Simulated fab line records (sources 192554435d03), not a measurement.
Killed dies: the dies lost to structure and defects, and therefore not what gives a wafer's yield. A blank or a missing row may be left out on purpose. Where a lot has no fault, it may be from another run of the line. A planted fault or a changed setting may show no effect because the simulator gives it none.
The tool behind it: which one? | flow n5-finfet | 10 lots with 29 wafers sampled at 6 steps, on a route of 1938 steps

## WHAT EACH GAUGE READ, for each wafer
N5_BEOL_M4_RC_MEAS_101. Usual: DIBL_N 36.1 mV/V, standard deviation 1.6; DIBL_P 35.8 mV/V, standard deviation 2.1; IOFF_N 0.16 nA/um, standard deviation 0.031; IOFF_P 0.21 nA/um, standard deviation 0.034; ION_N 673 uA/um, standard deviation 12; ION_P 461 uA/um, standard deviation 7.2; SS_N 71.4 mV/dec, standard deviation 0.59; SS_P 73.3 mV/dec, standard deviation 0.63; VT_N 250 mV, standard deviation 3.1; VT_P -250 mV, standard deviation 3.3.
lot  | measured     | on        | DIBL_N (mV/V)  | DIBL_P (mV/V)  | IOFF_N (nA/um) | IOFF_P (nA/um) | ION_N (uA/um) | ION_P (uA/um) | SS_N (mV/dec)  | SS_P (mV/dec)  | VT_N (mV)   | VT_P (mV)      | flag
L899 | day 8 18:02  | prober-02 | 34.3 35.6 35.1 | 33.2 35.8 33.9 | 0.11 0.13 0.12 | 0.15 0.19 0.16 | 661 663 661   | 454 458 460   | 71.0 70.2 71.0 | 72.4 73.4 72.8 | 254 251 254 | -255 -254 -254 |
L900 | day 8 12:54  | prober-02 | 34.4 36.0 36.2 | 35.0 36.9 36.9 | 0.13 0.16 0.16 | 0.17 0.21 0.20 | 658 686 670   | 451 467 457   | 70.6 71.6 71.4 | 73.4 73.6 73.9 | 253 250 250 | -252 -251 -253 |
L904 | day 9 23:06  | prober-01 | 37.1 35.8 37.0 | 35.6 34.7 35.9 | 0.18 0.14 0.17 | 0.23 0.21 0.24 | 691 671 683   | 465 461 471   | 72.0 71.1 72.0 | 73.1 73.3 73.2 | 247 250 247 | -249 -247 -245 |
L905 | day 10 12:10 | prober-01 | 38.0 37.3 36.9 | 38.3 35.4 35.4 | 0.17 0.14 0.14 | 0.26 0.21 0.21 | 679 660 664   | 480 458 462   | 72.0 71.1 71.9 | 73.9 73.1 72.7 | 250 249 253 | -244 -249 -248 |
L906 | day 10 17:59 | prober-02 | 36.4 36.4      | 35.5 36.1      | 0.14 0.15      | 0.18 0.21      | 667 668       | 453 454       | 70.6 70.6      | 73.6 73.7      | 251 251     | -253 -251      |
L908 | day 11 06:13 | prober-01 | 34.2 34.6 36.7 | 34.8 36.0 36.9 | 0.14 0.15 0.18 | 0.20 0.21 0.21 | 666 688 687   | 463 478 471   | 70.9 71.3 71.7 | 72.3 72.5 73.6 | 250 248 247 | -249 -250 -254 |
L909 | day 11 10:46 | prober-01 | 36.6 36.2 33.7 | 36.1 34.7 32.1 | 0.16 0.15 0.12 | 0.22 0.19 0.16 | 667 665 658   | 463 457 448   | 71.8 71.3 70.5 | 73.7 72.7 72.8 | 249 253 252 | -248 -249 -251 |
L916 | day 12 20:27 | prober-01 | 34.9 34.4 35.2 | 34.4 33.1 34.6 | 0.14 0.12 0.13 | 0.20 0.17 0.20 | 658 654 660   | 457 450 454   | 71.2 70.5 71.1 | 72.8 72.2 73.1 | 252 254 251 | -249 -253 -250 |
L918 | day 13 12:44 | prober-01 | 36.8 38.2 37.3 | 35.8 38.7 36.1 | 0.18 0.21 0.17 | 0.22 0.29 0.23 | 676 685 675   | 465 469 462   | 71.4 72.2 71.9 | 73.6 74.5 73.7 | 247 244 249 | -247 -246 -249 |
L920 | day 13 22:20 | prober-02 | 34.9 35.4 36.7 | 36.0 36.3 38.3 | 0.16 0.17 0.21 | 0.20 0.21 0.24 | 682 674 688   | 463 461 463   | 71.6 71.3 72.0 | 73.4 74.2 73.9 | 248 248 242 | -247 -248 -248 |

N5_PASSIVATION_INSPECT_57: inspects for defects (macro). Usual: raw-defect-count at 2.2, with a standard deviation of 1.4.
lot  | measured     | on                | raw-defect-count | flag
L899 | day 13 05:00 | defect-inspect-02 | 2 1 2            |
L900 | day 12 23:08 | defect-inspect-02 | 2 0 2            |
L904 | day 16 02:14 | defect-inspect-02 | 5 1 4            |
L905 | day 14 23:55 | defect-inspect-01 | 1 2 4            |
L906 | day 15 09:25 | defect-inspect-01 | 1 2              |
L908 | day 15 16:23 | defect-inspect-01 | 4 1 0            |
L909 | day 15 21:25 | defect-inspect-01 | 0 1 1            |
L916 | day 16 22:31 | defect-inspect-02 | 5 3 1            |
L918 | day 17 17:56 | defect-inspect-01 | 0 4 3            |
L920 | day 18 00:08 | defect-inspect-02 | 0 3 2            |

## TOOL THAT RAN EACH LOT (tool first, then ch and the chambers of the sampled wafers, then the start)
lot  | N5_BEOL_M0_SAQP_PECVD_97       | N5_PASSIVATION_AL_DEP_21     | N5_PASSIVATION_DESCUM_46           | N5_PASSIVATION_PROBE_49
L899 | pecvd-01 ch 0,1,2, day 5 23:02 | pvd-sputter-01, day 12 19:43 | rie-diel-04 ch 0,1,3, day 13 01:36 | prober-02, day 13 04:39
L900 | pecvd-02 ch 0,1, day 6 05:37   | pvd-sputter-03, day 12 17:02 | rie-diel-02 ch 0,2,3, day 12 19:45 | prober-02, day 12 22:47
L904 | pecvd-01 ch 0,1,2, day 7 06:07 | pvd-sputter-02, day 15 20:33 | rie-diel-02 ch 0,2, day 15 22:51   | prober-02, day 16 01:53
L905 | pecvd-01 ch 0,2, day 7 09:21   | pvd-sputter-02, day 14 15:03 | rie-diel-02 ch 0,1,3, day 14 20:31 | prober-01, day 14 23:36
L906 | pecvd-01 ch 0,1, day 7 17:52   | pvd-sputter-03, day 15 02:34 | rie-diel-04 ch 0,2, day 15 06:00   | prober-01, day 15 09:12
L908 | pecvd-01 ch 0,1,2, day 8 07:36 | pvd-sputter-01, day 15 10:31 | rie-diel-04 ch 0,2,3, day 15 12:58 | prober-02, day 15 16:05
L909 | pecvd-03 ch 0,1,2, day 8 11:49 | pvd-sputter-02, day 15 15:38 | rie-diel-04 ch 0,2,3, day 15 18:01 | prober-01, day 15 21:04
L916 | pecvd-01 ch 0,1, day 10 07:03  | pvd-sputter-01, day 16 16:34 | rie-diel-01 ch 2,3, day 16 19:07   | prober-01, day 16 22:16
L918 | pecvd-01 ch 0,1, day 10 13:46  | pvd-sputter-02, day 17 11:19 | rie-diel-01 ch 1,3, day 17 14:31   | prober-02, day 17 17:35
L920 | pecvd-03 ch 0,1, day 11 05:50  | pvd-sputter-03, day 17 16:49 | rie-diel-02 ch 0,1, day 17 19:35   | prober-01, day 17 23:52
- N5_BEOL_M0_SAQP_PECVD_97: deposits SiNx from SiH4/NH3/N2, target thk 23 nm, time 19.9 s.
- N5_PASSIVATION_AL_DEP_21: deposits Al, target thk 2800 nm, time 170 s.
- N5_PASSIVATION_DESCUM_46: chemistry O2, time 7.9 s.
- N5_PASSIVATION_PROBE_49

## AS READ BY THE TOOLS THEMSELVES (means over the sampled wafers that have a number; for cases with no such wafer, the mark the record gives instead)
N5_BEOL_M0_SAQP_PECVD_97. Usual: heater-power-w 595 W, standard deviation 54; showerhead-plenum-p-Torr 5.14 Torr, standard deviation 0.057; throttle-valve-pct 40.1 %, standard deviation 2.2.
lot  | tool     | heater-power-w (W) | showerhead-plenum-p-Torr (Torr) | throttle-valve-pct (%) | flag
L899 | pecvd-01 | 605                | 5.15                            | 40.2                   |
L900 | pecvd-02 | 533                | 5.21                            | 41.0                   |
L904 | pecvd-01 | 603                | 5.14                            | 40.5                   |
L905 | pecvd-01 | 528                | 5.17                            | 40.2                   |
L906 | pecvd-01 | 612                | 5.11                            | 39.5                   |
L908 | pecvd-01 | 597                | 5.14                            | 40.2                   |
L909 | pecvd-03 | 633                | 5.13                            | 39.0                   |
L916 | pecvd-01 | 610                | 5.10                            | 40.0                   |
L918 | pecvd-01 | 639                | 5.08                            | 40.1                   |
L920 | pecvd-03 | 632                | 5.12                            | 40.6                   |

N5_PASSIVATION_AL_DEP_21. Usual: substrate-temp-c 400.00 C, standard deviation 0.21; throttle-valve-pct 29.9 %, standard deviation 0.89.
lot  | tool           | substrate-temp-c (C) | throttle-valve-pct (%) | flag
L899 | pvd-sputter-01 | 399.94               | 30.5                   |
L900 | pvd-sputter-03 | 400.12               | 29.5                   |
L904 | pvd-sputter-02 | 399.97               | 29.4                   |
L905 | pvd-sputter-02 | 399.98               | 29.1                   |
L906 | pvd-sputter-03 | 399.73               | 28.9                   |
L908 | pvd-sputter-01 | 400.01               | 30.0                   |
L909 | pvd-sputter-02 | 400.11               | 29.9                   |
L916 | pvd-sputter-01 | 399.90               | 31.0                   |
L918 | pvd-sputter-02 | 400.19               | 29.9                   |
L920 | pvd-sputter-03 | 400.06               | 30.4                   |

N5_PASSIVATION_DESCUM_46. Usual: drypump-motor-current-A 5.9 A, standard deviation 0.45; oes-product-au 0.78 a.u., standard deviation 0.088; rf-vpp-V 243.1 V, standard deviation 0.98; showerhead-plenum-p-Torr 2.08 Torr, standard deviation 0.052; throttle-valve-pct 20.51 %, standard deviation 0.24.
lot  | tool        | drypump-motor-current-A (A) | oes-product-au (a.u.) | rf-vpp-V (V) | showerhead-plenum-p-Torr (Torr) | throttle-valve-pct (%) | flag
L899 | rie-diel-04 | 5.5                         | 0.78                  | 242.6        | 2.09                            | 20.54                  |
L900 | rie-diel-02 | 6.0                         | 0.75                  | 243.8        | 2.13                            | 20.55                  |
L904 | rie-diel-02 | 6.5                         | 0.73                  | 243.8        | 2.15                            | 20.78                  |
L905 | rie-diel-02 | 5.7                         | 0.74                  | 243.1        | 2.09                            | 20.50                  |
L906 | rie-diel-04 | 5.7                         | 0.84                  | 242.9        | 2.05                            | 20.05                  |
L908 | rie-diel-04 | 5.6                         | 0.85                  | 243.7        | 2.08                            | 20.25                  |
L909 | rie-diel-04 | 5.6                         | 0.84                  | 242.2        | 2.08                            | 20.25                  |
L916 | rie-diel-01 | 6.0                         | 0.77                  | 242.3        | 2.04                            | 20.63                  |
L918 | rie-diel-01 | 6.5                         | 0.85                  | 243.7        | 2.12                            | 20.60                  |
L920 | rie-diel-02 | 6.1                         | 0.76                  | 243.4        | 2.09                            | 20.56                  |

N5_PASSIVATION_PROBE_49. Usual: defect-limited-yield 91.0 %, standard deviation 1.5; killed_at_M0_to_M3 35, standard deviation 11; killed_at_M4_up 13, standard deviation 6; killed-at-contacts 14, standard deviation 6.5; killed-at-front-end 40, standard deviation 12; killed-at-other 4, standard deviation 3.4; killed-dies 106, standard deviation 18; killed-on-rim 14, standard deviation 4.7; killed-open 68, standard deviation 14; killed-short 35, standard deviation 7.7; sort_bin_5_function 5.2 %, standard deviation 0.98; sort_bin_6_memory 3.4 %, standard deviation 0.72; sort_bin_8_speed 0.02 %, standard deviation 0.24; sort-n-pass 1074, standard deviation 18; sort-yield-pct 91.0 %, standard deviation 1.5.
lot  | tool      | defect-limited-yield (%) | killed_at_M0_to_M3 | killed_at_M4_up | killed-at-contacts | killed-at-front-end | killed-at-other | killed-dies | killed-on-rim | killed-open | killed-short | sort_bin_5_function (%) | sort_bin_6_memory (%) | sort_bin_8_speed (%) | sort-n-pass | sort-yield-pct (%) | flag
L899 | prober-02 | 91.0                     | 35                 | 9               | 13                 | 44                  | 4               | 106         | 14            | 68          | 35           | 5.2                     | 3.4                   | 0.00                 | 1074        | 91.0               |
L900 | prober-02 | 89.7                     | 61                 | 11              | 15                 | 32                  | 3               | 122         | 21            | 71          | 51           | 5.8                     | 3.9                   | 0.00                 | 1058        | 89.7               |
L904 | prober-02 | 90.6                     | 21                 | 12              | 12                 | 60                  | 6               | 111         | 12            | 76          | 33           | 5.7                     | 3.4                   | 0.00                 | 1069        | 90.6               |
L905 | prober-01 | 92.4                     | 22                 | 12              | 11                 | 38                  | 6               | 90          | 10            | 56          | 32           | 4.4                     | 2.8                   | 0.00                 | 1090        | 92.4               |
L906 | prober-01 | 91.1                     | 32                 | 16              | 24                 | 32                  | 1               | 105         | 11            | 69          | 35           | 5.4                     | 3.2                   | 0.00                 | 1075        | 91.1               |
L908 | prober-02 | 94.0                     | 19                 | 10              | 10                 | 26                  | 5               | 71          | 11            | 45          | 25           | 3.5                     | 2.2                   | 0.00                 | 1109        | 94.0               |
L909 | prober-01 | 92.2                     | 24                 | 14              | 17                 | 33                  | 4               | 92          | 13            | 61          | 28           | 4.5                     | 3.1                   | 0.00                 | 1088        | 92.2               |
L916 | prober-01 | 84.6                     | 121                | 11              | 13                 | 32                  | 5               | 181         | 82            | 58          | 30           | 4.7                     | 2.9                   | 0.03                 | 999         | 84.6               | OFF
L918 | prober-02 | 83.7                     | 123                | 18              | 14                 | 35                  | 2               | 193         | 90            | 67          | 29           | 4.9                     | 3.2                   | 0.00                 | 987         | 83.7               | OFF
L920 | prober-01 | 89.7                     | 44                 | 6               | 28                 | 40                  | 3               | 121         | 13            | 80          | 38           | 5.8                     | 4.0                   | 0.00                 | 1059        | 89.7               |

## THE ANSWER, worked out from the rows above alone
Rule: take the mean of a lot's wafers that have a number; if it is more than 3 standard deviations from the usual mean, the lot is off. Also off: a lot with no number at a reading for which 4 or more lots have one. Any other lot the step has rows for is counted as sound. After the gauges, taken in route order, come the tools' own readings; for these a lot's mean is taken, as printed above. At the first step where some lot is off, the reading lying furthest off is the one used; lots without a number count as furthest.
Off at N5_PASSIVATION_PROBE_49 (killed-on-rim): L916, L918.
If a tool, at that step or one of the process steps before it, ran each lot that is off and ran no sound lot following the first of them, it fits. 2 tools fit, pecvd-01 at N5_BEOL_M0_SAQP_PECVD_97 and rie-diel-01 at N5_PASSIVATION_DESCUM_46, so this cannot tell which one it is.

## WHAT THE SIMULATOR HAD INSERTED
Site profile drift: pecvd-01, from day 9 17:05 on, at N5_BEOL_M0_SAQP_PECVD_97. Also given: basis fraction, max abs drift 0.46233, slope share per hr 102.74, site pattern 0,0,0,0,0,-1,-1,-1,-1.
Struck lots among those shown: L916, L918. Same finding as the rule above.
